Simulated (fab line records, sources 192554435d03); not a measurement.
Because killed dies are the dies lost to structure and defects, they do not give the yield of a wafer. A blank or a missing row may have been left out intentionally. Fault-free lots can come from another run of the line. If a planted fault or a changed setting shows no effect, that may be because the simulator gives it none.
fab line records	flow n5Finfet	part 1 of 2: steps 1 to 4 of 6
record lots=23	wafers=69	lastDay=18
route steps=1938 shown HKMG_FIN@454 GATE_CUT@475 MOL_CONTACT_COAG@560
lots untouched by any fault: they come from a run of this same line in which no faults occurred
startH: hours from the record's opening day to when the first of the lot's shown wafers began	waitH: how many hours have passed since the lot's step before this one	" the same as in the row above	L1.1+2: one row covering several wafers at once	- no value present, or no start provided	* or withheld: withheld	< > ~ a bound
route shown NAME@n: NAME is a module with steps in the file, n the number in the route of the first one	usual: mean and standard deviation over wafers with no fault	same: alike in all rows	chamber/n: place in a boat	sites: readings site by site	_std_site: the standard deviation of these	_edge_site: mean of outer sites minus mean of inner sites	radiusMm: for every site, how far away it sits from the centre of the wafer	mask NAME#n: copy n	behind: the last tool/chamber to shape the wafer	hold: why the lot went on hold/how many hours it stayed there/how the hold came to an end	device: the n, p or np transistor that did not switch	end of line: the route-end tests of the same wafers	a step given without rows: its recipe and nothing more	killed: dies that structure and defects cost at the first sort, which is not the same as the wafer's yield	map: per-die view of a wafer (x killed, . not killed, _ where there is no die)
set.NAME: setting as actually run; set.NAME@STEP: the setting as run at that earlier step	model.NAME: the simulator's own value behind a step, which no gauge read
route steps across a sampled set of lots; one table per step, one row per wafer
services: when a tool's chamber went out of use (startH, in hours from the record's first day, below 0 if earlier), for how many hours, and the reason
## steps
# step N5_HKMG_FIN_ETCHBACK_68
# recipe chemistry=Cl2/Ar	stopOn=HfO2	targetDepthA=5	pressureMtorr=10	icpW=600	biasW=60	Cl2_flow_sccm=40	Ar_flow_sccm=60
# usual drypumpMotorCurrentA=5.5/0.33	oesProductAu=0.79/0.089	throttleValvePct=20.77/0.27
lot.wafer	tool	chamber	startH	waitH	drypumpMotorCurrentA	oesProductAu	rfHoursCounterH	throttleValvePct
L074.1	rieMetal-03	0	79.12	0.0	5.3	0.71	58	20.72
L074.4	"	0	"	"	5.3	0.71	-	20.71
L074.5	"	0	"	"	5.3	0.72	-	20.73
L075.3	rieMetal-03	0	86.74	0.1	5.3	0.72	-	20.71
L075.4	"	1	"	"	5.6	0.75	-	20.39
L075.6	"	0	"	"	5.3	0.71	-	20.69
L076.2	rieMetal-03	1	92.38	0.0	5.6	0.74	55	20.38
L076.3	"	1	"	"	5.6	0.74	-	20.40
L076.5	"	0	"	"	5.3	0.71	-	20.75
L077.2	rieMetal-03	0	97.31	0.0	5.3	0.71	62	20.73
L077.3	"	0	"	"	5.3	0.71	-	20.71
L077.5	"	1	"	"	5.6	0.74	-	20.40
L078.1	rieMetal-01	0	101.67	0.0	5.0	0.97	0	20.74
L078.2	"	1	"	"	5.7	0.94	3	20.66
L078.6	"	1	"	"	5.7	0.94	-	20.64
L079.1	rieMetal-03	0	109.97	0.0	5.3	0.71	63	20.73
L079.2	"	1	"	"	5.6	0.73	59	20.39
L079.5	"	1	"	"	5.6	0.73	-	20.41
L080.2	rieMetal-03	1	116.35	0.0	5.6	0.73	59	20.42
L080.3	"	1	"	"	5.6	0.74	-	20.41
L080.5	"	1	"	"	5.6	0.73	-	20.39
L081.2	rieMetal-02	1	122.30	0.0	6.5	0.58	138	21.06
L081.5	"	0	"	"	5.5	0.85	-	21.14
L081.6	"	1	"	"	6.5	0.59	-	21.07
L082.1	rieMetal-03	0	129.16	0.0	5.3	0.69	64	20.73
L082.2	"	1	"	"	5.6	0.73	60	20.41
L082.3	"	0	"	"	5.3	0.70	-	20.71
L083.4	rieMetal-03	1	138.10	0.1	5.6	0.73	-	20.39
L083.5	"	1	"	"	5.6	0.73	-	20.41
L083.6	"	0	"	"	5.3	0.70	-	20.72
L084.2	rieMetal-01	0	139.68	0.0	5.0	0.91	3	20.74
L084.3	"	0	"	"	5.0	0.91	-	20.76
L084.4	"	1	"	"	5.7	0.92	-	20.66
L085.4	rieMetal-02	0	144.91	0.1	5.6	0.83	-	21.14
L085.5	"	0	"	"	5.6	0.84	-	21.14
L085.6	"	0	"	"	5.6	0.83	-	21.14
L086.2	rieMetal-02	0	149.13	0.1	5.5	0.83	-	21.16
L086.4	"	0	"	"	5.5	0.84	-	21.14
L086.5	"	0	"	"	5.5	0.83	-	21.14
L088.1	rieMetal-01	1	164.01	0.0	5.7	0.90	8	20.67
L088.3	"	0	"	"	5.0	0.89	-	20.78
L088.4	"	1	"	"	5.7	0.90	-	20.67
L089.3	rieMetal-02	0	166.50	0.1	5.6	0.83	-	21.15
L089.4	"	0	"	"	5.6	0.83	-	21.15
L089.5	"	0	"	"	5.5	0.82	-	21.16
L090.3	rieMetal-02	0	172.95	0.1	5.6	0.81	-	21.16
L090.4	"	0	"	"	5.5	0.83	-	21.14
L090.6	"	0	"	"	5.6	0.82	-	21.15
L092.1	rieMetal-03	0	185.78	0.0	5.3	0.69	70	20.75
L092.4	"	0	"	"	5.3	0.69	-	20.74
L092.6	"	1	"	"	5.6	0.71	-	20.42
L091.2	rieMetal-03	1	187.73	0.0	5.6	0.71	65	20.41
L091.4	"	1	"	"	5.6	0.72	-	20.42
L091.5	"	1	"	"	5.6	0.72	-	20.41
L093.1	rieMetal-01	0	191.68	0.0	5.0	0.87	8	20.77
L093.2	"	1	"	"	5.7	0.88	11	20.68
L093.6	"	1	"	"	5.7	0.88	-	20.67
L094.2	rieMetal-03	0	197.20	0.0	5.3	0.69	71	20.75
L094.3	"	1	"	"	5.6	0.72	-	20.43
L094.6	"	0	"	"	5.3	0.69	-	20.76
L095.1	rieMetal-02	1	205.33	0.0	6.5	0.96	3	20.61
L095.3	"	0	"	"	5.5	0.82	-	21.14
L095.5	"	0	"	"	5.5	0.81	-	21.13
L096.1	rieMetal-02	0	213.93	0.0	5.6	0.81	31	21.16
L096.2	"	1	"	"	6.6	0.95	3	20.62
L096.5	"	1	"	"	6.5	0.95	-	20.61
L097.1	rieMetal-01	1	219.20	0.0	5.7	0.87	13	20.66
L097.2	"	0	"	"	5.0	0.86	10	20.79
L097.4	"	1	"	"	5.7	0.87	-	20.66
# step N5_GATE_CUT_CMP_02
# recipe stopOn=SiO2	tOverpolishS=12.7	postCmpClean=alkalineBrush	downForcePsi=2.5	platenRpm=51.8	padVelocityMS=1.0307	targetThkNm=0
# usual motorCurrentA=9.1/0.92	overpolishRunS=12.700/0.0082	timeToEndpointS=27.4/2.9
lot.wafer	tool	chamber	startH	waitH	motorCurrentA	overpolishRunS	timeToEndpointS
L074.4	cmp-04	1	83.81	0.0	10.0	12.704	22.3
L074.1	"	3	"	"	8.2	12.700	27.2
L074.5	"	2	"	"	8.6	12.689	24.2
L075.4	cmp-03	2	91.39	0.0	7.8	12.697	30.1
L075.3	"	3	"	"	9.4	12.705	25.4
L075.6	"	3	"	"	9.0	12.694	28.2
L076.3	cmp-03	3	97.36	0.1	9.2	12.695	31.1
L076.2	"	1	"	"	8.4	12.695	27.1
L076.5	"	2	"	"	7.8	12.701	32.5
L077.2	cmp-03	3	102.45	0.1	8.6	12.716	27.1
L077.3	"	1	"	"	8.3	12.707	25.8
L077.5	"	3	"	"	8.6	12.696	27.5
L078.1	cmp-03	3	106.49	0.1	8.9	12.705	26.3
L078.2	"	0	"	"	10.1	12.700	29.4
L078.6	"	3	"	"	9.1	12.711	28.0
L079.2	cmp-01	2	114.81	0.1	10.9	12.707	31.6
L079.1	"	0	"	"	9.3	12.687	25.4
L079.5	"	1	"	"	9.3	12.697	26.4
L080.3	cmp-04	0	121.09	0.1	7.9	12.713	31.5
L080.2	"	1	"	"	10.3	12.709	23.0
L080.5	"	0	"	"	8.3	12.684	29.7
L081.2	cmp-03	2	126.99	0.1	7.5	12.694	29.1
L081.5	"	2	"	"	8.0	12.686	29.9
L081.6	"	3	"	"	8.7	12.694	28.1
L082.3	cmp-01	0	134.06	0.1	9.7	12.692	28.2
L082.1	"	2	"	"	10.8	12.707	31.5
L082.2	"	3	"	"	9.5	12.700	29.7
L083.4	cmp-01	2	142.86	0.0	11.5	12.709	32.9
L083.6	"	2	"	"	11.1	12.693	32.4
L083.5	"	3	"	"	9.5	12.699	29.1
L084.2	cmp-04	3	144.36	0.1	8.9	12.695	27.4
L084.4	"	1	"	"	10.4	12.697	24.1
L084.3	"	2	"	"	7.8	12.701	24.9
L085.4	cmp-01	1	149.69	0.1	9.5	12.712	25.2
L085.5	"	3	"	"	8.8	12.697	27.8
L085.6	"	0	"	"	9.2	12.701	26.8
L086.4	cmp-01	2	154.00	0.1	11.2	12.700	28.2
L086.2	"	1	"	"	9.4	12.692	24.9
L086.5	"	3	"	"	9.1	12.715	24.6
L088.4	cmp-04	2	168.72	0.0	8.5	12.706	22.5
L088.1	"	3	"	"	8.0	12.698	25.0
L088.3	"	1	"	"	9.9	12.707	25.1
L089.4	cmp-03	0	171.45	0.0	9.4	12.702	26.9
L089.3	"	2	"	"	7.9	12.709	27.8
L089.5	"	0	"	"	9.7	12.699	29.0
L090.3	cmp-03	0	177.71	0.1	9.7	12.699	29.6
L090.4	"	1	"	"	8.5	12.709	26.6
L090.6	"	3	"	"	8.8	12.701	28.0
L092.4	cmp-04	0	190.55	0.0	7.7	12.698	30.1
L092.1	"	1	"	"	9.4	12.710	21.8
L092.6	"	0	"	"	8.3	12.705	31.7
L091.2	cmp-01	2	193.20	0.1	11.0	12.696	31.0
L091.4	"	1	"	"	8.4	12.695	28.5
L091.5	"	3	"	"	8.4	12.713	26.7
L093.1	cmp-04	2	196.40	0.1	8.5	12.700	29.3
L093.2	"	0	"	"	7.9	12.704	33.5
L093.6	"	2	"	"	8.3	12.678	26.3
L094.3	cmp-04	1	201.88	0.1	9.3	12.705	25.0
L094.2	"	0	"	"	8.1	12.702	31.0
L094.6	"	1	"	"	9.4	12.711	23.3
L095.3	cmp-01	1	210.10	0.1	9.5	12.705	24.9
L095.1	"	2	"	"	10.9	12.701	29.7
L095.5	"	3	"	"	9.3	12.696	23.9
L096.2	cmp-01	3	221.38	0.1	9.4	12.695	25.4
L096.1	"	2	"	"	11.3	12.695	29.5
L096.5	"	3	"	"	8.7	12.696	26.7
L097.2	cmp-04	0	223.90	0.1	7.4	12.720	31.2
L097.4	"	2	"	"	9.0	12.699	28.7
L097.1	"	3	"	"	8.5	12.698	30.0
# step N5_GATE_CUT_ETCH_28
# recipe chemistry=N2/H2	target=underlayer	targetDepthA=130	maskMaterial=CAR-EUV	timeS=10.4	ionEnergyEv=200	pressureMtorr=30	sourceW=840	biasW=150	n2FlowSccm=200	h2FlowSccm=200	ends=cleared
# usual drypumpMotorCurrentA=5.7/0.31	etchRfOnTimeS=10.3/0.33	oesProductAu=0.69/0.056	rfVppV=523.8/2.5	showerheadPlenumPTorr=2.54/0.079	throttleValvePct=17.79/0.26
lot.wafer	tool	chamber	startH	waitH	drypumpMotorCurrentA	etchRfOnTimeS	oesProductAu	rfHoursCounterH	rfVppV	showerheadPlenumPTorr	throttleValvePct
L074.1	rieDiel-03	2	84.74	0.0	5.6	10.1	0.69	117	527.6	2.65	17.98
L074.4	"	3	"	"	5.9	10.1	0.63	185	524.2	2.54	18.03
L074.5	"	0	"	"	5.7	10.2	0.80	-	529.2	2.71	18.00
L075.3	rieDiel-04	3	92.22	0.0	5.1	10.5	0.69	96	525.6	2.57	17.46
L075.4	"	0	"	"	5.7	10.4	0.70	79	524.0	2.55	17.63
L075.6	"	3	"	"	5.1	10.4	0.69	-	524.0	2.57	17.46
L076.2	rieDiel-04	3	98.18	0.0	5.1	10.3	0.69	98	524.9	2.57	17.47
L076.3	"	1	"	"	5.7	9.6	0.80	36	522.7	2.47	17.45
L076.5	"	1	"	"	5.7	9.7	0.81	-	522.1	2.47	17.46
L077.2	rieDiel-04	0	103.25	0.0	5.8	10.4	0.70	82	523.0	2.55	17.64
L077.3	"	1	"	"	5.7	9.7	0.81	37	521.8	2.47	17.46
L077.5	"	3	"	"	5.0	10.4	0.69	-	524.8	2.57	17.49
L078.1	rieDiel-01	3	107.40	0.0	5.7	10.6	0.66	118	519.9	2.45	17.95
L078.2	"	1	"	"	5.9	10.1	0.64	173	519.8	2.45	18.21
L078.6	"	3	"	"	5.7	10.6	0.66	-	519.3	2.45	17.96
L079.1	rieDiel-01	3	115.76	0.0	5.7	10.7	0.66	121	521.1	2.44	17.97
L079.2	"	2	"	"	6.4	9.7	0.66	159	527.2	2.64	17.84
L079.5	"	1	"	"	5.9	10.2	0.64	-	521.4	2.45	18.21
L080.2	rieDiel-03	0	121.91	0.0	5.7	10.3	0.78	27	528.3	2.70	17.98
L080.3	"	3	"	"	5.9	10.2	0.62	197	523.5	2.53	18.04
L080.5	"	3	"	"	5.9	10.3	0.62	-	524.6	2.53	18.05
L081.2	rieDiel-01	2	127.99	0.0	6.4	9.8	0.65	162	528.0	2.64	17.83
L081.5	"	0	"	"	5.8	10.8	0.73	-	526.3	2.60	17.59
L081.6	"	3	"	"	5.7	10.7	0.66	-	520.2	2.44	17.97
L082.1	rieDiel-04	1	134.88	0.0	5.7	9.9	0.78	48	521.9	2.47	17.45
L082.2	"	0	"	"	5.7	10.4	0.69	93	524.7	2.54	17.65
L082.3	"	2	"	"	6.1	10.3	0.61	205	518.6	2.43	18.06
L083.4	rieDiel-03	1	144.31	0.0	5.4	10.5	0.70	95	524.2	2.55	17.54
L083.5	"	0	"	"	5.7	10.2	0.77	-	528.1	2.70	18.02
L083.6	"	3	"	"	5.9	10.2	0.62	-	524.9	2.53	18.06
L084.2	rieDiel-01	0	145.19	0.0	5.8	10.8	0.73	41	522.6	2.60	17.60
L084.3	"	1	"	"	5.9	10.2	0.63	183	520.5	2.45	18.23
L084.4	"	2	"	"	6.3	9.8	0.65	166	526.0	2.63	17.85
L085.4	rieDiel-04	0	150.57	0.0	5.7	10.5	0.68	96	523.4	2.54	17.67
L085.5	"	0	"	"	5.7	10.5	0.69	-	524.1	2.54	17.67
L085.6	"	3	"	"	5.1	10.8	0.68	-	524.4	2.57	17.51
L086.2	rieDiel-04	1	154.83	0.0	5.7	9.9	0.77	53	522.1	2.47	17.47
L086.4	"	0	"	"	5.7	10.5	0.68	-	524.3	2.54	17.67
L086.5	"	1	"	"	5.7	9.8	0.78	-	524.1	2.47	17.50
L088.1	rieDiel-04	2	169.86	0.0	6.0	10.4	0.61	210	521.1	2.43	18.05
L088.3	"	3	"	"	5.0	10.6	0.66	119	524.3	2.56	17.49
L088.4	"	1	"	"	5.7	9.8	0.77	57	523.2	2.47	17.49
L089.3	rieDiel-04	1	172.42	0.0	5.7	9.9	0.77	58	521.5	2.47	17.49
L089.4	"	0	"	"	5.7	10.3	0.69	103	524.6	2.54	17.69
L089.5	"	2	"	"	6.0	10.5	0.60	-	520.5	2.43	18.06
L090.3	rieDiel-01	0	178.62	0.0	5.8	10.8	0.72	50	525.7	2.59	17.59
L090.4	"	3	"	"	5.7	10.7	0.66	138	520.6	2.44	17.97
L090.6	"	1	"	"	5.9	10.1	0.63	-	519.7	2.44	18.25
L092.1	rieDiel-03	3	191.37	0.0	5.9	10.2	0.61	219	522.5	2.52	18.08
L092.4	"	2	"	"	5.6	10.1	0.65	151	526.9	2.63	18.05
L092.6	"	2	"	"	5.7	10.0	0.66	-	526.6	2.63	18.05
L091.2	rieDiel-03	3	194.13	0.0	5.9	10.0	0.62	220	523.4	2.52	18.08
L091.4	"	2	"	"	5.6	10.1	0.65	151	527.6	2.63	18.05
L091.5	"	0	"	"	5.7	10.2	0.73	-	528.3	2.69	18.04
L093.1	rieDiel-04	1	197.25	0.0	5.7	9.8	0.76	65	523.2	2.46	17.49
L093.2	"	0	"	"	5.7	10.3	0.68	108	523.9	2.54	17.68
L093.6	"	2	"	"	6.1	10.3	0.60	-	520.5	2.42	18.09
L094.2	rieDiel-04	0	202.85	0.0	5.7	10.5	0.66	110	523.6	2.54	17.69
L094.3	"	3	"	"	5.1	10.6	0.67	127	526.3	2.56	17.53
L094.6	"	0	"	"	5.8	10.4	0.67	-	524.7	2.54	17.70
L095.1	rieDiel-01	1	210.98	0.0	5.9	10.0	0.63	200	520.2	2.44	18.25
L095.3	"	2	"	"	6.4	9.6	0.64	185	526.8	2.63	17.87
L095.5	"	3	"	"	5.7	10.8	0.64	-	522.7	2.43	17.98
L096.1	rieDiel-01	2	222.35	0.0	6.4	9.7	0.64	188	527.9	2.62	17.88
L096.2	"	3	"	"	5.7	10.7	0.63	152	520.6	2.43	18.01
L096.5	"	0	"	"	5.8	10.8	0.70	-	525.5	2.59	17.63
L097.1	rieDiel-03	3	224.72	0.0	5.9	10.3	0.60	228	522.3	2.52	18.09
L097.2	"	2	"	"	5.6	10.1	0.65	159	528.1	2.63	18.05
L097.4	"	0	"	"	5.7	10.6	0.73	56	525.7	2.69	18.03
# step N5_GATE_CUT_STRIP_21
# recipe chemistry=N2/H2	timeS=30	powerW=1000	tempC=250	pressureMtorr=withheld	n2FlowSccm=1750	h2FlowSccm=3250
# usual drypumpMotorCurrentA=5.8/0.48	heaterPowerW=328/37	tempC=250.00/0.16
# same timeS=30
lot.wafer	tool	chamber	startH	waitH	drypumpMotorCurrentA	heaterPowerW	rfHoursCounterH	tempC
L074.1	plasmaAsher-01	1	85.39	0.0	5.8	339	40	250.02
L074.4	"	0	"	"	6.2	303	-	250.00
L074.5	"	0	"	"	6.2	298	-	250.08
L075.3	plasmaAsher-01	0	92.89	0.1	6.2	302	-	249.95
L075.4	"	1	"	"	5.8	338	-	249.98
L075.6	"	1	"	"	5.8	334	-	250.29
L076.2	plasmaAsher-01	1	98.92	0.0	5.9	340	44	250.04
L076.3	"	0	"	"	6.2	295	-	250.12
L076.5	"	0	"	"	6.2	288	-	249.72
L077.2	plasmaAsher-02	0	103.90	0.0	4.9	291	88	249.97
L077.3	"	0	"	"	4.9	287	-	249.91
L077.5	"	1	"	"	6.0	397	-	250.13
L078.1	plasmaAsher-02	0	108.05	0.0	4.9	286	89	249.68
L078.2	"	1	"	"	6.1	393	89	249.73
L078.6	"	0	"	"	4.9	291	-	250.11
L079.1	plasmaAsher-01	1	116.50	0.0	5.9	344	47	249.79
L079.2	"	0	"	"	6.3	306	47	249.93
L079.5	"	0	"	"	6.2	305	-	250.01
L080.2	plasmaAsher-02	0	122.62	0.1	4.9	290	91	249.86
L080.3	"	0	"	"	4.9	288	-	249.92
L080.5	"	0	"	"	4.9	294	-	249.91
L081.2	plasmaAsher-01	0	128.65	0.0	6.2	313	50	250.24
L081.5	"	0	"	"	6.2	300	-	250.31
L081.6	"	1	"	"	5.9	332	-	250.31
L082.1	plasmaAsher-01	0	135.53	0.0	6.2	303	51	249.90
L082.2	"	1	"	"	5.9	336	51	249.96
L082.3	"	1	"	"	5.8	329	-	249.73
L083.4	plasmaAsher-01	1	144.98	0.1	5.9	333	-	249.89
L083.5	"	0	"	"	6.2	305	-	249.94
L083.6	"	1	"	"	5.9	326	-	250.13
L084.2	plasmaAsher-01	0	145.84	0.0	6.2	302	54	249.82
L084.3	"	1	"	"	5.8	329	-	250.03
L084.4	"	0	"	"	6.3	303	-	249.80
L085.4	plasmaAsher-02	0	151.51	0.1	4.9	291	-	250.13
L085.5	"	1	"	"	6.1	390	-	249.90
L085.6	"	0	"	"	4.9	285	-	249.95
L086.2	plasmaAsher-02	0	155.49	0.0	4.9	294	97	249.86
L086.4	"	0	"	"	4.9	298	-	250.18
L086.5	"	1	"	"	6.1	381	-	250.09
L088.1	plasmaAsher-02	1	170.78	0.1	6.1	397	100	249.84
L088.3	"	1	"	"	6.0	389	-	250.08
L088.4	"	0	"	"	4.9	283	-	249.86
L089.3	plasmaAsher-02	0	173.09	0.1	4.9	291	-	249.79
L089.4	"	1	"	"	6.1	387	-	249.96
L089.5	"	0	"	"	4.9	295	-	249.97
L090.3	plasmaAsher-01	0	179.29	0.1	6.2	300	-	250.07
L090.4	"	1	"	"	5.9	340	-	250.07
L090.6	"	1	"	"	5.9	323	-	249.99
L092.1	plasmaAsher-01	1	192.19	0.2	5.9	334	63	250.27
L092.4	"	0	"	"	6.2	303	-	249.89
L092.6	"	0	"	"	6.2	299	-	250.12
L091.2	plasmaAsher-02	1	194.78	0.0	6.1	384	105	249.81
L091.4	"	1	"	"	6.1	397	-	250.11
L091.5	"	0	"	"	4.9	294	-	250.12
L093.1	plasmaAsher-02	1	197.90	0.0	6.1	395	106	250.05
L093.2	"	0	"	"	4.9	295	106	249.75
L093.6	"	1	"	"	6.1	394	-	250.01
L094.2	plasmaAsher-01	0	203.50	0.0	6.3	295	65	250.16
L094.3	"	1	"	"	5.9	338	-	249.93
L094.6	"	1	"	"	5.9	332	-	250.20
L095.1	plasmaAsher-01	0	211.63	0.0	6.2	302	66	250.15
L095.3	"	1	"	"	5.8	333	-	250.09
L095.5	"	0	"	"	6.2	309	-	250.27
L096.1	plasmaAsher-01	0	223.01	0.0	6.2	303	69	249.98
L096.2	"	1	"	"	5.8	337	69	250.13
L096.5	"	0	"	"	6.2	305	-	249.97
L097.1	plasmaAsher-01	1	225.37	0.0	5.9	336	69	250.08
L097.2	"	0	"	"	6.2	308	69	250.17
L097.4	"	0	"	"	6.3	301	-	249.72
